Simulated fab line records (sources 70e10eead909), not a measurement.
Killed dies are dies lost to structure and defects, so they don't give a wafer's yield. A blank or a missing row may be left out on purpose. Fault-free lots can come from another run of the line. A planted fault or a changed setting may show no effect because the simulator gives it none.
What tool caused it? + flow nand harc + 24 lots, 72 wafers sampled, at 6 steps of a route of 1302

## WHAT EACH GAUGE READ, for each wafer
No reading from a measuring or inspecting step in the record can be judged against a usual standard deviation.

## EACH LOT AND THE TOOL THAT RAN IT (in order: tool; ch and the chambers of the sampled wafers; start)
| lot  | NHARC_A_STAIRCASE_STRIP_205          | NHARC_A_STAIRCASE_STRIP_238          | NHARC_A_STAIRCASE_HM_DEP_456  | NHARC_A_STAIRCASE_DESCUM_270       | NHARC_A_STAIRCASE_STRIP_295                   | NHARC_A_STAIRCASE_HM_DEP_462  |
|------|--------------------------------------|--------------------------------------|-------------------------------|------------------------------------|-----------------------------------------------|-------------------------------|
| L075 | plasma asher-01 ch 0,1, day 16 05:56 | plasma asher-01 ch 0,1, day 16 09:59 | acl dep-02 ch 0, day 16 12:47 | rie diel-12 ch 1,2,3, day 16 15:20 | rie diel-12 ch 0,1, day 17 08:23 or earlier   | acl dep-01 ch 0, day 17 08:23 |
| L076 | plasma asher-01 ch 0,1, day 16 13:57 | plasma asher-01 ch 0,1, day 16 17:44 | acl dep-02 ch 0, day 16 23:47 | rie diel-09 ch 0,3, day 17 02:39   | rie diel-09 ch 2,3, day 17 16:37 or earlier   | acl dep-01 ch 0, day 17 16:37 |
| L074 | plasma asher-02 ch 0,1, day 16 13:59 | plasma asher-02 ch 0,1, day 16 18:15 | acl dep-01 ch 0, day 17 00:34 | rie diel-02 ch 0,1,2, day 17 03:05 | rie diel-12 ch 0,2, day 17 18:10 or earlier   | acl dep-03 ch 0, day 17 18:10 |
| L078 | plasma asher-01 ch 1, day 17 23:44   | plasma asher-02 ch 0,1, day 18 03:49 | acl dep-03 ch 0, day 18 06:28 | rie diel-02 ch 2,3, day 18 08:52   | rie diel-12 ch 0,2, day 18 21:11 or earlier   | acl dep-01 ch 0, day 18 21:11 |
| L077 | plasma asher-01 ch 0,1, day 18 06:16 | plasma asher-01 ch 0,1, day 18 10:22 | acl dep-03 ch 0, day 18 14:06 | rie diel-09 ch 2,3, day 18 16:50   | rie diel-02 ch 1,2, day 19 03:38 or earlier   | acl dep-03 ch 0, day 19 03:38 |
| L079 | plasma asher-02 ch 0,1, day 18 06:32 | plasma asher-02 ch 0,1, day 18 10:35 | acl dep-01 ch 0, day 18 15:41 | rie diel-12 ch 1,2, day 18 18:15   | rie diel-09 ch 0,2, day 19 05:48 or earlier   | acl dep-03 ch 0, day 19 05:48 |
| L080 | plasma asher-01 ch 0,1, day 18 06:59 | plasma asher-01 ch 0,1, day 18 10:59 | acl dep-03 ch 0, day 18 16:35 | rie diel-02 ch 0,3, day 18 18:58   | rie diel-09 ch 2,3, day 19 09:53 or earlier   | acl dep-03 ch 0, day 19 09:53 |
| L081 | plasma asher-01 ch 0,1, day 19 03:07 | plasma asher-02 ch 0,1, day 19 06:47 | acl dep-03 ch 0, day 19 12:01 | rie diel-12 ch 0,1,3, day 19 13:58 | rie diel-09 ch 1,2, day 19 23:49 or earlier   | acl dep-01 ch 0, day 19 23:49 |
| L082 | plasma asher-02 ch 1, day 19 19:30   | plasma asher-02 ch 0,1, day 19 23:13 | acl dep-01 ch 0, day 20 01:41 | rie diel-12 ch 1,2,3, day 20 04:33 | rie diel-09 ch 1,2, day 20 17:21 or earlier   | acl dep-01 ch 0, day 20 17:21 |
| L084 | plasma asher-01 ch 0,1, day 20 09:56 | plasma asher-01 ch 0,1, day 20 13:27 | acl dep-03 ch 0, day 20 16:23 | rie diel-09 ch 0,1,2, day 20 18:49 | rie diel-09 ch 0,1,2, day 21 03:24 or earlier | acl dep-03 ch 0, day 21 03:24 |
| L083 | plasma asher-02 ch 0,1, day 20 10:42 | plasma asher-01 ch 0,1, day 20 14:27 | acl dep-02 ch 0, day 20 16:57 | rie diel-12 ch 0,2, day 20 19:47   | rie diel-09 ch 0,2,3, day 21 04:53 or earlier | acl dep-02 ch 0, day 21 04:53 |
| L085 | plasma asher-02 ch 0,1, day 20 16:42 | plasma asher-01 ch 0,1, day 20 22:08 | acl dep-01 ch 0, day 21 01:10 | rie diel-09 ch 0,2, day 21 03:54   | rie diel-12 ch 0,2,3, day 21 13:32 or earlier | acl dep-02 ch 0, day 21 13:32 |
| L086 | plasma asher-01 ch 0,1, day 20 17:04 | plasma asher-01 ch 0,1, day 20 21:15 | acl dep-03 ch 0, day 20 23:58 | rie diel-02 ch 1,3, day 21 02:50   | rie diel-12 ch 0,1, day 21 13:15 or earlier   | acl dep-01 ch 0, day 21 13:15 |
| L087 | plasma asher-01 ch 0,1, day 21 12:06 | plasma asher-02 ch 0,1, day 21 15:49 | acl dep-03 ch 0, day 21 22:11 | rie diel-12 ch 0,2,3, day 22 01:04 | rie diel-02 ch 0,1,3, day 22 11:41 or earlier | acl dep-03 ch 0, day 22 11:41 |
| L088 | plasma asher-01 ch 0,1, day 22 07:56 | plasma asher-01 ch 0,1, day 22 11:28 | acl dep-02 ch 0, day 22 13:53 | rie diel-02 ch 0,1,3, day 22 16:37 | rie diel-09 ch 0,2,3, day 23 01:22 or earlier | acl dep-02 ch 0, day 23 01:22 |
| L090 | plasma asher-01 ch 0,1, day 22 10:37 | plasma asher-02 ch 0,1, day 22 14:18 | acl dep-01 ch 0, day 22 16:50 | rie diel-02 ch 0,1,2, day 22 19:43 | rie diel-09 ch 1,2,3, day 23 04:26 or earlier | acl dep-01 ch 0, day 23 04:26 |
| L089 | plasma asher-02 ch 0,1, day 22 10:44 | plasma asher-01 ch 0,1, day 22 14:25 | acl dep-02 ch 0, day 22 17:37 | rie diel-12 ch 1,2,3, day 22 20:28 | rie diel-12 ch 0,2,3, day 23 08:01 or earlier | acl dep-03 ch 0, day 23 08:01 |
| L092 | plasma asher-01 ch 0,1, day 23 07:16 | plasma asher-01 ch 0,1, day 23 10:49 | acl dep-01 ch 0, day 23 14:17 | rie diel-02 ch 0,1,2, day 23 16:59 | rie diel-09 ch 0,1,3, day 24 17:04 or earlier | acl dep-01 ch 0, day 24 17:04 |
| L091 | plasma asher-01 ch 0,1, day 23 07:47 | plasma asher-01 ch 0,1, day 23 15:29 | acl dep-01 ch 0, day 23 21:09 | rie diel-12 ch 1,2,3, day 24 00:00 | rie diel-12 ch 0,2,3, day 24 19:45 or earlier | acl dep-03 ch 0, day 24 19:45 |
| L093 | plasma asher-02 ch 0,1, day 23 14:25 | plasma asher-02 ch 0,1, day 23 19:14 | acl dep-03 ch 0, day 24 02:46 | rie diel-12 ch 0,2,3, day 24 05:37 | rie diel-09 ch 1,2,3, day 25 01:50 or earlier | acl dep-03 ch 0, day 25 01:50 |
| L095 | plasma asher-01 ch 0,1, day 24 13:43 | plasma asher-02 ch 0,1, day 24 17:43 | acl dep-01 ch 0, day 24 20:37 | rie diel-09 ch 0,1,3, day 25 01:54 | rie diel-09 ch 0,1,2, day 25 11:32 or earlier | acl dep-01 ch 0, day 25 11:32 |
| L094 | plasma asher-02 ch 0,1, day 24 14:28 | plasma asher-01 ch 0,1, day 24 18:12 | acl dep-02 ch 0, day 24 20:43 | rie diel-09 ch 0,2,3, day 25 02:01 | rie diel-12 ch 0,2, day 25 12:08 or earlier   | acl dep-03 ch 0, day 25 12:08 |
| L096 | plasma asher-02 ch 0,1, day 25 11:48 | plasma asher-01 ch 0,1, day 25 15:23 | acl dep-01 ch 0, day 25 19:31 | rie diel-12 ch 0,1,2, day 25 22:23 | rie diel-12 ch 1,2,3, day 26 07:07 or earlier | acl dep-03 ch 0, day 26 07:07 |
| L097 | plasma asher-01 ch 0,1, day 25 13:59 | plasma asher-02 ch 0,1, day 25 17:35 | acl dep-03 ch 0, day 25 21:24 | rie diel-09 ch 2,3, day 26 00:14   | rie diel-02 ch 0,2,3, day 26 08:52 or earlier | acl dep-01 ch 0, day 26 08:52 |
- NHARC_A_STAIRCASE_STRIP_205: strips in O2.
- NHARC_A_STAIRCASE_STRIP_238: strips in O2.
- NHARC_A_STAIRCASE_HM_DEP_456: deposits aC, target thk 3100 nm.
- NHARC_A_STAIRCASE_DESCUM_270: chemistry O2, time 3 s.
- NHARC_A_STAIRCASE_STRIP_295: strips in O2.
- NHARC_A_STAIRCASE_HM_DEP_462: deposits aC, target thk 800 nm.

## AS READ BY THE TOOLS THEMSELVES (means over the sampled wafers that have a number; for cases with no such wafer, the mark the record gives instead)
NHARC_A_STAIRCASE_STRIP_205. Usual: drypump motor current A 5.81 A, standard deviation 0.21; heater power w 310 W, standard deviation 28.
| lot  | tool            | drypump motor current A (A) | heater power w (W) | flag |
|------|-----------------|-----------------------------|--------------------|------|
| L075 | plasma asher-01 | 5.69                        | 335                |      |
| L076 | plasma asher-01 | 5.69                        | 334                |      |
| L074 | plasma asher-02 | 6.05                        | 284                |      |
| L078 | plasma asher-01 | 5.57                        | 341                |      |
| L077 | plasma asher-01 | 5.67                        | 332                |      |
| L079 | plasma asher-02 | 6.01                        | 281                |      |
| L080 | plasma asher-01 | 5.78                        | 318                |      |
| L081 | plasma asher-01 | 5.77                        | 324                |      |
| L082 | plasma asher-02 | 5.75                        | 290                |      |
| L084 | plasma asher-01 | 5.65                        | 334                |      |
| L083 | plasma asher-02 | 6.03                        | 284                |      |
| L085 | plasma asher-02 | 5.89                        | 282                |      |
| L086 | plasma asher-01 | 5.76                        | 323                |      |
| L087 | plasma asher-01 | 5.79                        | 324                |      |
| L088 | plasma asher-01 | 5.78                        | 320                |      |
| L090 | plasma asher-01 | 5.80                        | 318                |      |
| L089 | plasma asher-02 | 6.03                        | 279                |      |
| L092 | plasma asher-01 | 5.69                        | 336                |      |
| L091 | plasma asher-01 | 5.68                        | 338                |      |
| L093 | plasma asher-02 | 6.04                        | 279                |      |
| L095 | plasma asher-01 | 5.76                        | 304                |      |
| L094 | plasma asher-02 | 6.04                        | 279                |      |
| L096 | plasma asher-02 | 6.02                        | 279                |      |
| L097 | plasma asher-01 | 5.79                        | 310                |      |

NHARC_A_STAIRCASE_STRIP_238. Usual: drypump motor current A 5.83 A, standard deviation 0.21; heater power w 308 W, standard deviation 29.
| lot  | tool            | drypump motor current A (A) | heater power w (W) | flag |
|------|-----------------|-----------------------------|--------------------|------|
| L075 | plasma asher-01 | 5.76                        | 322                |      |
| L076 | plasma asher-01 | 5.69                        | 332                |      |
| L074 | plasma asher-02 | 6.04                        | 279                |      |
| L078 | plasma asher-02 | 6.05                        | 280                |      |
| L077 | plasma asher-01 | 5.81                        | 321                |      |
| L079 | plasma asher-02 | 6.03                        | 279                |      |
| L080 | plasma asher-01 | 5.69                        | 334                |      |
| L081 | plasma asher-02 | 5.89                        | 285                |      |
| L082 | plasma asher-02 | 5.88                        | 286                |      |
| L084 | plasma asher-01 | 5.80                        | 322                |      |
| L083 | plasma asher-01 | 5.69                        | 334                |      |
| L085 | plasma asher-01 | 5.77                        | 323                |      |
| L086 | plasma asher-01 | 5.76                        | 322                |      |
| L087 | plasma asher-02 | 6.03                        | 276                |      |
| L088 | plasma asher-01 | 5.69                        | 334                |      |
| L090 | plasma asher-02 | 5.90                        | 282                |      |
| L089 | plasma asher-01 | 5.77                        | 325                |      |
| L092 | plasma asher-01 | 5.69                        | 331                |      |
| L091 | plasma asher-01 | 5.79                        | 312                |      |
| L093 | plasma asher-02 | 5.87                        | 284                |      |
| L095 | plasma asher-02 | 6.03                        | 281                |      |
| L094 | plasma asher-01 | 5.77                        | 309                |      |
| L096 | plasma asher-01 | 5.77                        | 307                |      |
| L097 | plasma asher-02 | 6.04                        | 277                |      |

NHARC_A_STAIRCASE_HM_DEP_456. Usual: throttle valve pct 35.000 %, standard deviation 0.0097.
| lot  | tool       | throttle valve pct (%) | flag |
|------|------------|------------------------|------|
| L075 | acl dep-02 | 34.996                 |      |
| L076 | acl dep-02 | 35.002                 |      |
| L074 | acl dep-01 | 35.009                 |      |
| L078 | acl dep-03 | 34.988                 |      |
| L077 | acl dep-03 | 35.004                 |      |
| L079 | acl dep-01 | 35.002                 |      |
| L080 | acl dep-03 | 34.994                 |      |
| L081 | acl dep-03 | 35.005                 |      |
| L082 | acl dep-01 | 35.007                 |      |
| L084 | acl dep-03 | 35.006                 |      |
| L083 | acl dep-02 | 35.008                 |      |
| L085 | acl dep-01 | 35.001                 |      |
| L086 | acl dep-03 | 34.996                 |      |
| L087 | acl dep-03 | 34.990                 |      |
| L088 | acl dep-02 | 34.991                 |      |
| L090 | acl dep-01 | 35.005                 |      |
| L089 | acl dep-02 | 34.999                 |      |
| L092 | acl dep-01 | 35.003                 |      |
| L091 | acl dep-01 | 34.998                 |      |
| L093 | acl dep-03 | 35.000                 |      |
| L095 | acl dep-01 | 35.000                 |      |
| L094 | acl dep-02 | 35.011                 |      |
| L096 | acl dep-01 | 35.000                 |      |
| L097 | acl dep-03 | 35.000                 |      |

NHARC_A_STAIRCASE_DESCUM_270. Usual: drypump motor current A 5.9 A, standard deviation 0.54; o2 flow sccm 199.9 sccm, standard deviation 0.61; oes product au 1.003 a.u., standard deviation 0.012; rf vpp V 57.5 V, standard deviation 1; showerhead plenum p Torr 1.86 Torr, standard deviation 0.069; throttle valve pct 11.311 %, standard deviation 0.0094.
| lot  | tool        | drypump motor current A (A) | o2 flow sccm (sccm) | oes product au (a.u.) | rf vpp V (V) | showerhead plenum p Torr (Torr) | throttle valve pct (%) | flag |
|------|-------------|-----------------------------|---------------------|-----------------------|--------------|---------------------------------|------------------------|------|
| L075 | rie diel-12 | 5.8                         | 200.0               | 1.022                 | 58.1         | 1.88                            | 11.302                 |      |
| L076 | rie diel-09 | 5.7                         | 199.9               | 0.990                 | 58.4         | 1.94                            | 11.315                 |      |
| L074 | rie diel-02 | 5.5                         | 199.9               | 0.993                 | 56.8         | 1.82                            | 11.313                 |      |
| L078 | rie diel-02 | 5.6                         | 200.4               | 1.003                 | 57.4         | 1.84                            | 11.309                 |      |
| L077 | rie diel-09 | 6.2                         | 199.5               | 1.010                 | 58.5         | 1.97                            | 11.320                 |      |
| L079 | rie diel-12 | 6.1                         | 199.5               | 1.009                 | 56.8         | 1.87                            | 11.319                 |      |
| L080 | rie diel-02 | 5.8                         | 199.7               | 1.006                 | 58.2         | 1.80                            | 11.311                 |      |
| L081 | rie diel-12 | 6.1                         | 199.7               | 1.005                 | 57.1         | 1.84                            | 11.318                 |      |
| L082 | rie diel-12 | 5.7                         | 200.1               | 1.011                 | 57.7         | 1.87                            | 11.305                 |      |
| L084 | rie diel-09 | 5.4                         | 199.9               | 0.991                 | 57.7         | 1.95                            | 11.314                 |      |
| L083 | rie diel-12 | 6.4                         | 200.7               | 1.003                 | 57.5         | 1.82                            | 11.306                 |      |
| L085 | rie diel-09 | 5.4                         | 200.0               | 0.994                 | 57.7         | 1.93                            | 11.312                 |      |
| L086 | rie diel-02 | 6.0                         | 200.2               | 1.007                 | 57.6         | 1.81                            | 11.307                 |      |
| L087 | rie diel-12 | 6.0                         | 200.1               | 1.005                 | 57.4         | 1.84                            | 11.321                 |      |
| L088 | rie diel-02 | 5.8                         | 200.2               | 0.996                 | 55.3         | 1.79                            | 11.303                 |      |
| L090 | rie diel-02 | 5.5                         | 200.1               | 1.004                 | 57.4         | 1.80                            | 11.308                 |      |
| L089 | rie diel-12 | 5.7                         | 200.6               | 0.993                 | 58.1         | 1.86                            | 11.310                 |      |
| L092 | rie diel-02 | 5.5                         | 199.5               | 0.994                 | 57.9         | 1.80                            | 11.307                 |      |
| L091 | rie diel-12 | 5.8                         | 200.1               | 1.009                 | 57.7         | 1.86                            | 11.309                 |      |
| L093 | rie diel-12 | 6.0                         | 200.0               | 1.000                 | 56.9         | 1.83                            | 11.311                 |      |
| L095 | rie diel-09 | 5.8                         | 199.7               | 0.999                 | 57.5         | 1.95                            | 11.317                 |      |
| L094 | rie diel-09 | 5.8                         | 200.1               | 1.015                 | 57.6         | 1.93                            | 11.310                 |      |
| L096 | rie diel-12 | 6.2                         | 200.6               | 0.997                 | 57.8         | 1.83                            | 11.311                 |      |
| L097 | rie diel-09 | 6.2                         | 199.6               | 1.019                 | 58.0         | 1.96                            | 11.311                 |      |

NHARC_A_STAIRCASE_STRIP_295. Usual: drypump motor current A 5.8 A, standard deviation 0.53; o2 flow sccm 499.8 sccm, standard deviation 1.5; oes product au 1.002 a.u., standard deviation 0.011; rf vpp V 57.8 V, standard deviation 0.87; showerhead plenum p Torr 3.50 Torr, standard deviation 0.12; throttle valve pct 17.038 %, standard deviation 0.0087.
| lot  | tool        | drypump motor current A (A) | o2 flow sccm (sccm) | oes product au (a.u.) | rf vpp V (V) | showerhead plenum p Torr (Torr) | throttle valve pct (%) | flag |
|------|-------------|-----------------------------|---------------------|-----------------------|--------------|---------------------------------|------------------------|------|
| L075 | rie diel-12 | 6.6                         | 499.5               | 1.005                 | 57.3         | 3.36                            | 17.032                 |      |
| L076 | rie diel-09 | 5.9                         | 499.6               | 1.008                 | 58.4         | 3.61                            | 17.025                 |      |
| L074 | rie diel-12 | 6.4                         | 499.6               | 1.013                 | 57.6         | 3.37                            | 17.038                 |      |
| L078 | rie diel-12 | 6.4                         | 499.4               | 1.002                 | 57.5         | 3.37                            | 17.044                 |      |
| L077 | rie diel-02 | 5.2                         | 501.1               | 0.993                 | 57.9         | 3.42                            | 17.037                 |      |
| L079 | rie diel-09 | 5.4                         | 500.8               | 1.006                 | 58.5         | 3.56                            | 17.048                 |      |
| L080 | rie diel-09 | 6.2                         | 500.5               | 1.006                 | 58.1         | 3.63                            | 17.026                 |      |
| L081 | rie diel-09 | 5.6                         | 498.8               | 0.996                 | 58.4         | 3.64                            | 17.037                 |      |
| L082 | rie diel-09 | 5.6                         | 498.9               | 0.991                 | 57.9         | 3.63                            | 17.037                 |      |
| L084 | rie diel-09 | 5.5                         | 499.9               | 0.998                 | 58.2         | 3.58                            | 17.039                 |      |
| L083 | rie diel-09 | 5.8                         | 498.5               | 1.000                 | 57.8         | 3.58                            | 17.030                 |      |
| L085 | rie diel-12 | 6.0                         | 499.9               | 1.006                 | 57.7         | 3.40                            | 17.036                 |      |
| L086 | rie diel-12 | 6.5                         | 500.9               | 0.986                 | 57.5         | 3.34                            | 17.034                 |      |
| L087 | rie diel-02 | 5.9                         | 500.6               | 0.999                 | 57.5         | 3.31                            | 17.039                 |      |
| L088 | rie diel-09 | 5.8                         | 499.4               | 1.016                 | 58.3         | 3.57                            | 17.032                 |      |
| L090 | rie diel-09 | 5.9                         | 499.9               | 1.009                 | 58.1         | 3.62                            | 17.045                 |      |
| L089 | rie diel-12 | 6.0                         | 499.8               | 1.001                 | 58.0         | 3.39                            | 17.035                 |      |
| L092 | rie diel-09 | 5.9                         | 499.0               | 1.001                 | 56.9         | 3.60                            | 17.039                 |      |
| L091 | rie diel-12 | 6.0                         | 499.6               | 1.003                 | 57.7         | 3.39                            | 17.045                 |      |
| L093 | rie diel-09 | 5.9                         | 499.3               | 0.999                 | 58.6         | 3.61                            | 17.046                 |      |
| L095 | rie diel-09 | 5.5                         | 499.5               | 1.001                 | 57.6         | 3.56                            | 17.038                 |      |
| L094 | rie diel-12 | 6.4                         | 499.1               | 0.996                 | 58.0         | 3.34                            | 17.032                 |      |
| L096 | rie diel-12 | 5.8                         | 500.4               | 1.009                 | 57.1         | 3.43                            | 17.035                 |      |
| L097 | rie diel-02 | 5.5                         | 500.0               | 0.988                 | 57.6         | 3.52                            | 17.035                 |      |

NHARC_A_STAIRCASE_HM_DEP_462. Usual: throttle valve pct 35.000 %, standard deviation 0.0097.
| lot  | tool       | throttle valve pct (%) | flag |
|------|------------|------------------------|------|
| L075 | acl dep-01 | 35.000                 |      |
| L076 | acl dep-01 | 34.982                 |      |
| L074 | acl dep-03 | 35.003                 |      |
| L078 | acl dep-01 | 34.999                 |      |
| L077 | acl dep-03 | 35.006                 |      |
| L079 | acl dep-03 | 35.012                 |      |
| L080 | acl dep-03 | 35.006                 |      |
| L081 | acl dep-01 | 35.001                 |      |
| L082 | acl dep-01 | 35.002                 |      |
| L084 | acl dep-03 | 35.001                 |      |
| L083 | acl dep-02 | 35.009                 |      |
| L085 | acl dep-02 | 34.991                 |      |
| L086 | acl dep-01 | 35.004                 |      |
| L087 | acl dep-03 | 35.007                 |      |
| L088 | acl dep-02 | 34.996                 |      |
| L090 | acl dep-01 | 34.998                 |      |
| L089 | acl dep-03 | 35.006                 |      |
| L092 | acl dep-01 | 34.996                 |      |
| L091 | acl dep-03 | 35.001                 |      |
| L093 | acl dep-03 | 35.002                 |      |
| L095 | acl dep-01 | 34.988                 |      |
| L094 | acl dep-03 | 34.995                 |      |
| L096 | acl dep-03 | 35.002                 |      |
| L097 | acl dep-01 | 35.007                 |      |

## THE ANSWER, worked out from the rows above alone
Rule: lot off if the mean of its wafers having a number is beyond 3 standard deviations from the usual mean. Also off: a lot with no number at a reading for which 4 or more lots have one. Where the step has rows for the other lots, those lots are counted as sound. First the gauges in route order, then the tools' own readings, where a lot's mean is used as printed above. At the first step where some lot is off, the reading lying furthest off is the one used; lots without a number count as furthest.
None of the lots is off at any reading shown; this tells nothing.

## WHAT HAD BEEN PUT IN BY THE SIMULATOR
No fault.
